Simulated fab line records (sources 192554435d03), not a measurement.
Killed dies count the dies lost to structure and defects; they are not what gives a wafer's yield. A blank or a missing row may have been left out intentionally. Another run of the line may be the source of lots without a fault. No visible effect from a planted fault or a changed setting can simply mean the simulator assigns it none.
Matching of chambers -- flow n5Finfet -- rieDiel-01 running N5_BEOL_M14_VIA_ETCH_16: 4 sister chambers
The step etches SiO2 in C4F8/O2/Ar, target depth 1231.3 nm. 4 wafers are shown with their chamber, then 7 later ones without.

WAFERS WITH THEIR CHAMBER
wafer,chamber,showerheadPlenumPTorr (Torr)
L077.5,1,3.39
L086.4,0,3.65
L087.3,3,3.32
L087.4,2,3.34

WAFERS WITHOUT THEIR CHAMBER
wafer,showerheadPlenumPTorr (Torr)
L087.6,3.65
L089.4,3.37
L089.5,3.32
L089.6,3.34
L097.1,3.31
L097.3,3.33
L097.5,3.64

WHICH CHAMBER EACH WENT THROUGH
wafer,from the rows above,in truth
L087.6,0,0
L089.4,can't be placed: 1 or 2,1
L089.5,3,3
L089.6,2,2
L097.1,3,3
L097.3,can't be placed: 2 or 3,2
L097.5,0,0
5 of 7 placed correctly. Can't be placed from these rows: 2 (the true chamber is among the candidates in 2). Placed wrongly: 0.
How it was worked out, from the rows above alone: a wafer's distance from a chamber is the root of the sum, over the readings, of the square of ((its reading less the chamber's mean) divided by the reading's scatter). The wafer belongs to the nearest chamber; if the next one is less than 2 further off, it can't be placed. The mean given for a chamber averages the wafers shown for that chamber. The scatter: with one shown wafer a chamber, the root of the mean of the squares of how far each hidden wafer lies from its nearest shown one.
